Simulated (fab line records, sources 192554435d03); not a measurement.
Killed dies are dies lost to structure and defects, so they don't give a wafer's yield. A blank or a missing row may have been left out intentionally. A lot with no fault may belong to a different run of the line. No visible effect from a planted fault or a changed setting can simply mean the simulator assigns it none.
fab line records | flow n5-finfet | part 1 of 2: steps 1 to 4 of 6
record lots=22 wafers=66 last-day=18
route steps=1938 shown MOL_CONTACT_COAG@603 BEOL_M0_SAQP@633
lots with no fault: from the same line, run without faults
start-h: the number of hours between the record's first day and the start of the first shown wafer of the lot | wait-h: hours elapsed since this lot's preceding step | " identical to the entry in the row above | L1.1+2: one row covering several wafers at once | - no value, or no start given | * or withheld: withheld | < > ~ a bound
route shown NAME@n: a module of which the file shows steps, and the number in the route of the first | usual: mean and standard deviation over wafers with no fault | same: alike in all rows | chamber/n: place in a boat | sites: per-site readings | _std_site: how widely they spread, as a standard deviation | _edge_site: the outer-site mean with the inner-site mean subtracted | radius-mm: how far each site lies from the wafer's centre | mask NAME#n: copy n | behind: the tool/chamber that last shaped the wafer | hold: why the lot went on hold/how many hours it stayed there/how the hold came to an end | device: the transistor (n, p or np) that didn't switch | end of line: the route-end tests of the same wafers | a step without rows: its recipe alone | killed: count of dies lost to structure and defects at first sort (not the wafer's yield) | map: dies across one wafer; x = killed, . = not, _ = none there
set.NAME: the setting the step ran with; set.NAME@STEP: the setting that earlier step ran with | model.NAME: the simulator's own value behind a step, which no gauge read
one table for each step of the route and one row for each wafer, over a sample of lots
services: the hour from which a tool's chamber was out of use, counted from the record's first day as start-h (under 0 if before that day), plus the number of hours and why
## steps
# step N5_MOL_CONTACT_COAG_OVL_MEAS_41
# recipe points-per-wafer=522
# usual VD_OVL=0.2/0.66
# columns lot.wafer tool chamber start-h wait-h VD_OVL[nm]
L074.2 overlay-01 0 99.94 0.0 -0.5
L074.3 " 0 " " 0.4
L074.4 " 0 " " 0.7
L075.1 overlay-01 0 102.98 0.0 -0.2
L075.2 " 0 " " 0.5
L075.3 " 0 " " 0.5
L076.1 overlay-01 0 108.87 0.0 -0.4
L076.2 " 0 " " 0.6
L076.5 " 0 " " -0.8
L077.3 overlay-02 0 116.70 0.0 0.2
L077.4 " 0 " " 1.1
L077.6 " 0 " " 0.4
L078.4 overlay-01 0 122.52 0.0 0.8
L078.5 " 0 " " 0.3
L078.6 " 0 " " 0.6
L079.2 overlay-01 0 130.10 0.0 0.1
L079.3 " 0 " " -0.2
L079.6 " 0 " " 0.3
L080.1 overlay-01 0 137.72 0.0 -0.1
L080.3 " 0 " " -0.2
L080.4 " 0 " " 0.4
L081.1 overlay-02 0 143.12 0.0 0.6
L081.2 " 0 " " 0.5
L081.6 " 0 " " 0.5
L082.2 overlay-02 0 152.96 0.0 1.3
L082.4 " 0 " " 0.7
L082.5 " 0 " " 0.1
L083.3 overlay-01 0 156.08 0.0 -0.4
L083.4 " 0 " " -0.1
L083.5 " 0 " " 0.6
L084.1 overlay-02 0 158.37 0.0 0.3
L084.5 " 0 " " 1.0
L084.6 " 0 " " 1.0
L085.2 overlay-01 0 168.06 0.0 -0.4
L085.4 " 0 " " -0.9
L085.5 " 0 " " 0.4
L086.2 overlay-02 0 171.67 0.0 -0.7
L086.3 " 0 " " 1.2
L086.6 " 0 " " 0.1
L087.2 overlay-02 0 180.07 0.0 0.5
L087.3 " 0 " " 0.0
L087.5 " 0 " " -0.3
L088.1 overlay-02 0 180.34 0.0 -1.1
L088.4 " 0 " " 0.0
L088.5 " 0 " " 0.1
L089.2 overlay-02 0 191.86 0.0 0.9
L089.3 " 0 " " 1.4
L089.6 " 0 " " 1.1
L092.1 overlay-02 0 206.62 0.0 -0.4
L092.2 " 0 " " -0.9
L092.3 " 0 " " -0.6
L093.3 overlay-02 0 213.05 0.0 -0.6
L093.5 " 0 " " -0.3
L093.6 " 0 " " 0.3
L094.1 overlay-02 0 218.72 0.0 -0.1
L094.4 " 0 " " -0.4
L094.5 " 0 " " -0.3
L095.2 overlay-01 0 230.16 0.0 -0.2
L095.4 " 0 " " 0.8
L095.6 " 0 " " 0.7
L096.1 overlay-02 0 236.02 0.0 -0.3
L096.2 " 0 " " 0.0
L096.4 " 0 " " 0.4
L097.2 overlay-01 0 243.84 0.0 1.9
L097.4 " 0 " " 0.9
L097.5 " 0 " " 1.7
# step N5_BEOL_M0_SAQP_ILD_DEP_01
# recipe material=SiOC target-thk-a=454.19 temp-c=350 precursor=DEMS/O2 pressure-torr=5 rf-w=500 time-s=8.7
# usual heater-power-w=515/82 rf-fwd-power-W=491/3.1 showerhead-plenum-p-Torr=5.688/0.012 throttle-valve-pct=12.0/0.58
# columns lot.wafer tool chamber start-h wait-h heater-power-w rf-fwd-power-W showerhead-plenum-p-Torr throttle-valve-pct
L074.2 pecvd-04 2 106.42 0.0 565 495 5.698 11.7
L074.3 " 0 " " 562 493 5.696 11.8
L074.4 " 2 " " 555 497 5.672 12.0
L075.1 pecvd-04 1 109.42 0.0 597 496 5.682 11.7
L075.2 " 0 " " 531 490 5.706 11.8
L075.3 " 2 " " 552 496 5.678 11.3
L076.1 pecvd-02 2 114.11 0.0 633 491 5.701 11.6
L076.2 " 0 " " 532 488 5.692 12.4
L076.5 " 0 " " 547 487 5.693 12.0
L077.3 pecvd-03 2 121.83 0.0 443 490 5.663 11.2
L077.4 " 2 " " 462 494 5.669 11.8
L077.6 " 1 " " 474 496 5.687 13.1
L078.4 pecvd-03 2 127.60 0.0 426 493 5.683 11.5
L078.5 " 0 " " 465 486 5.687 13.2
L078.6 " 1 " " 393 493 5.677 12.9
L079.2 pecvd-02 1 135.17 0.0 410 489 5.689 12.2
L079.3 " 0 " " 489 487 5.695 12.1
L079.6 " 1 " " 414 491 5.681 11.8
L080.1 pecvd-02 0 143.02 0.0 548 488 5.689 11.8
L080.3 " 2 " " 625 492 5.689 11.7
L080.4 " 2 " " 671 492 5.684 11.4
L081.1 pecvd-04 0 148.19 0.0 551 491 5.718 12.0
L081.2 " 1 " " 617 499 5.688 11.4
L081.6 " 2 " " 582 493 5.664 11.5
L082.2 pecvd-02 0 158.06 0.0 509 487 5.695 12.2
L082.4 " 2 " " 625 491 5.693 11.8
L082.5 " 1 " " 451 490 5.693 12.0
L083.3 pecvd-02 2 161.14 0.0 640 490 5.696 11.6
L083.4 " 2 " " 634 490 5.699 11.7
L083.5 " 1 " " 449 489 5.690 12.1
L084.1 pecvd-03 0 164.16 0.0 515 487 5.669 13.0
L084.5 " 0 " " 513 488 5.676 12.9
L084.6 " 1 " " 458 494 5.689 12.9
L085.2 pecvd-02 0 173.38 0.0 548 489 5.696 12.3
L085.4 " 0 " " 554 488 5.696 12.2
L085.5 " 1 " " 401 491 5.707 12.2
L086.2 pecvd-04 0 177.13 0.0 561 493 5.710 12.0
L086.3 " 2 " " 631 491 5.674 11.5
L086.6 " 1 " " 552 495 5.671 11.4
L087.2 pecvd-02 2 185.45 0.0 536 492 5.707 11.7
L087.3 " 1 " " 424 491 5.697 12.0
L087.5 " 1 " " 426 493 5.692 11.8
L088.1 pecvd-02 1 188.45 0.0 410 490 5.697 12.1
L088.4 " 0 " " 460 489 5.689 12.0
L088.5 " 2 " " 671 491 5.683 11.6
L089.2 pecvd-03 1 197.17 0.0 416 494 5.690 12.9
L089.3 " 2 " " 395 493 5.667 11.5
L089.6 " 2 " " 390 491 5.681 11.0
L092.1 pecvd-04 0 211.83 0.0 521 490 5.699 12.0
L092.2 " 1 " " 532 495 5.684 11.5
L092.3 " 2 " " 637 490 5.662 11.8
L093.3 pecvd-03 0 218.38 0.0 510 486 5.669 13.2
L093.5 " 1 " " 414 498 5.677 13.1
L093.6 " 0 " " 501 486 5.669 12.8
L094.1 pecvd-02 0 223.80 0.0 508 486 5.693 12.1
L094.4 " 2 " " 582 491 5.689 11.8
L094.5 " 1 " " 409 492 5.692 11.8
L095.2 pecvd-02 1 235.25 0.0 450 493 5.708 12.0
L095.4 " 1 " " 439 492 5.688 12.1
L095.6 " 0 " " 488 487 5.686 11.9
L096.1 pecvd-03 2 241.23 0.0 373 492 5.661 10.1
L096.2 " 1 " " 413 497 5.693 13.1
L096.4 " 2 " " 367 492 5.671 10.3
L097.2 pecvd-04 2 248.94 0.0 629 489 5.680 11.7
L097.4 " 1 " " 604 494 5.675 11.3
L097.5 " 0 " " 502 495 5.696 12.1
# step N5_BEOL_M0_SAQP_PECVD_96
# recipe material=a-Si target-thk-a=450 temp-c=350 precursor=SiH4/He pressure-torr=3 rf-w=100 time-s=45.2
# usual heater-power-w=645/81 rf-fwd-power-W=99.0/0.46 showerhead-plenum-p-Torr=5.63/0.035 throttle-valve-pct=18.4/1
# columns lot.wafer tool chamber start-h wait-h heater-power-w rf-fwd-power-W showerhead-plenum-p-Torr throttle-valve-pct
L074.2 pecvd-03 1 107.59 0.0 590 99.1 5.63 19.6
L074.3 " 2 " " 559 99.0 5.61 17.4
L074.4 " 0 " " 650 98.2 5.60 19.7
L075.1 pecvd-03 1 111.09 0.0 570 98.6 5.63 19.7
L075.2 " 0 " " 589 98.4 5.60 19.7
L075.3 " 2 " " 563 99.8 5.58 17.5
L076.1 pecvd-02 0 115.57 0.0 627 98.4 5.65 18.5
L076.2 " 1 " " 525 99.3 5.65 18.3
L076.5 " 0 " " 647 98.6 5.66 18.5
L077.3 pecvd-03 0 123.67 0.0 617 98.4 5.59 19.7
L077.4 " 1 " " 623 99.3 5.63 19.7
L077.6 " 2 " " 550 99.1 5.60 17.2
L078.4 pecvd-03 0 129.43 0.0 593 99.1 5.60 20.1
L078.5 " 1 " " 614 99.2 5.65 19.6
L078.6 " 2 " " 600 99.5 5.60 17.4
L079.2 pecvd-03 2 137.63 0.0 563 99.2 5.60 17.1
L079.3 " 1 " " 600 99.7 5.64 19.7
L079.6 " 2 " " 585 98.9 5.60 17.6
L080.1 pecvd-02 0 143.23 0.0 690 98.6 5.65 18.2
L080.3 " 2 " " 758 99.1 5.67 17.6
L080.4 " 1 " " 593 98.5 5.65 18.4
L081.1 pecvd-02 2 149.00 0.0 757 98.8 5.68 17.6
L081.2 " 0 " " 590 98.9 5.66 18.2
L081.6 " 0 " " 610 98.5 5.65 18.4
L082.2 pecvd-04 1 159.48 0.0 753 99.6 5.64 17.4
L082.4 " 0 " " 676 98.2 5.68 18.3
L082.5 " 2 " " 822 99.1 5.59 17.8
L083.3 pecvd-03 2 163.16 0.0 531 99.4 5.59 17.7
L083.4 " 2 " " 532 99.5 5.58 17.7
L083.5 " 1 " " 565 99.1 5.64 19.9
L084.1 pecvd-02 2 164.50 0.0 722 99.0 5.67 17.4
L084.5 " 1 " " 594 98.6 5.64 18.2
L084.6 " 0 " " 672 98.3 5.65 18.2
L085.2 pecvd-04 1 174.80 0.0 739 99.1 5.64 17.5
L085.4 " 2 " " 731 99.6 5.58 17.6
L085.5 " 0 " " 712 99.3 5.68 18.1
L086.2 pecvd-02 2 180.19 0.0 700 99.4 5.67 17.8
L086.3 " 1 " " 522 98.9 5.66 18.5
L086.6 " 0 " " 580 98.8 5.67 18.4
L087.2 pecvd-04 2 186.79 0.0 782 99.0 5.59 17.6
L087.3 " 1 " " 699 99.5 5.64 17.2
L087.5 " 2 " " 779 98.9 5.58 17.6
L088.1 pecvd-04 2 190.30 0.0 770 99.0 5.58 17.6
L088.4 " 1 " " 749 99.4 5.63 17.5
L088.5 " 0 " " 681 98.9 5.68 18.5
L089.2 pecvd-04 2 198.09 0.0 748 99.8 5.58 18.0
L089.3 " 0 " " 705 99.7 5.69 18.5
L089.6 " 1 " " 736 99.7 5.65 17.6
L092.1 pecvd-02 1 213.17 0.0 572 98.6 5.64 18.3
L092.2 " 0 " " 605 98.4 5.66 18.4
L092.3 " 2 " " 687 99.4 5.68 17.7
L093.3 pecvd-03 0 218.62 0.0 629 98.1 5.59 20.1
L093.5 " 1 " " 566 99.6 5.61 19.6
L093.6 " 0 " " 646 98.2 5.59 19.9
L094.1 pecvd-04 1 224.67 0.0 744 99.5 5.64 17.6
L094.4 " 0 " " 694 98.9 5.69 18.3
L094.5 " 2 " " 761 98.7 5.59 17.8
L095.2 pecvd-04 1 235.93 0.0 740 99.7 5.63 17.5
L095.4 " 1 " " 754 99.2 5.64 17.7
L095.6 " 2 " " 808 99.3 5.58 17.8
L096.1 pecvd-03 1 241.79 0.0 613 99.5 5.64 19.7
L096.2 " 0 " " 659 98.8 5.61 20.0
L096.4 " 1 " " 635 98.8 5.63 19.9
L097.2 pecvd-03 2 249.65 0.0 541 99.2 5.59 15.9
L097.4 " 2 " " 559 99.0 5.57 15.6
L097.5 " 0 " " 556 98.2 5.61 20.2
# step N5_BEOL_M0_SAQP_OVL_MEAS_15
# recipe points-per-wafer=44
# usual M0_CORE_OVL=-0.1/0.89
# columns lot.wafer tool chamber start-h wait-h M0_CORE_OVL[nm]
L074.2 overlay-02 0 108.28 0.0 0.2
L074.3 " 0 " " 0.7
L074.4 " 0 " " -0.6
L075.1 overlay-02 0 111.78 0.0 0.4
L075.2 " 0 " " 0.0
L075.3 " 0 " " -0.2
L076.1 overlay-02 0 116.26 0.0 0.3
L076.2 " 0 " " -0.8
L076.5 " 0 " " 0.9
L077.3 overlay-02 0 125.24 0.0 0.0
L077.4 " 0 " " -0.3
L077.6 " 0 " " 0.1
L078.4 overlay-01 0 130.14 0.0 -0.4
L078.5 " 0 " " 0.6
L078.6 " 0 " " -1.2
L079.2 overlay-01 0 138.33 0.0 0.7
L079.3 " 0 " " 1.3
L079.6 " 0 " " 0.0
L080.1 overlay-02 0 143.92 0.0 -0.6
L080.3 " 0 " " 0.1
L080.4 " 0 " " -0.1
L081.1 overlay-01 0 149.69 0.0 -0.3
L081.2 " 0 " " 0.3
L081.6 " 0 " " 0.0
L082.2 overlay-02 0 160.18 0.0 -0.7
L082.4 " 0 " " -2.0
L082.5 " 0 " " -2.0
L083.3 overlay-01 0 163.86 0.0 -0.4
L083.4 " 0 " " 0.4
L083.5 " 0 " " 0.9
L084.1 overlay-02 0 165.20 0.0 -1.8
L084.5 " 0 " " -1.3
L084.6 " 0 " " -2.1
L085.2 overlay-01 0 175.49 0.0 -1.4
L085.4 " 0 " " 0.0
L085.5 " 0 " " -1.0
L086.2 overlay-02 0 180.89 0.0 -0.3
L086.3 " 0 " " -1.1
L086.6 " 0 " " -0.3
L087.2 overlay-01 0 187.49 0.0 2.0
L087.3 " 0 " " -0.3
L087.5 " 0 " " -0.2
L088.1 overlay-02 0 191.00 0.0 -0.7
L088.4 " 0 " " 0.2
L088.5 " 0 " " 0.4
L089.2 overlay-02 0 198.78 0.0 0.4
L089.3 " 0 " " 1.8
L089.6 " 0 " " 0.4
L092.1 overlay-01 0 213.75 0.0 1.9
L092.2 " 0 " " -0.1
L092.3 " 0 " " 1.2
L093.3 overlay-01 0 219.37 0.0 -0.6
L093.5 " 0 " " -0.7
L093.6 " 0 " " 0.2
L094.1 overlay-01 0 225.24 0.0 -2.3
L094.4 " 0 " " -1.6
L094.5 " 0 " " -1.8
L095.2 overlay-02 0 236.62 0.0 0.7
L095.4 " 0 " " 0.6
L095.6 " 0 " " 0.8
L096.1 overlay-02 0 242.36 0.0 -0.6
L096.2 " 0 " " 0.1
L096.4 " 0 " " 0.3
L097.2 overlay-02 0 250.22 0.0 0.3
L097.4 " 0 " " 0.3
L097.5 " 0 " " 0.8
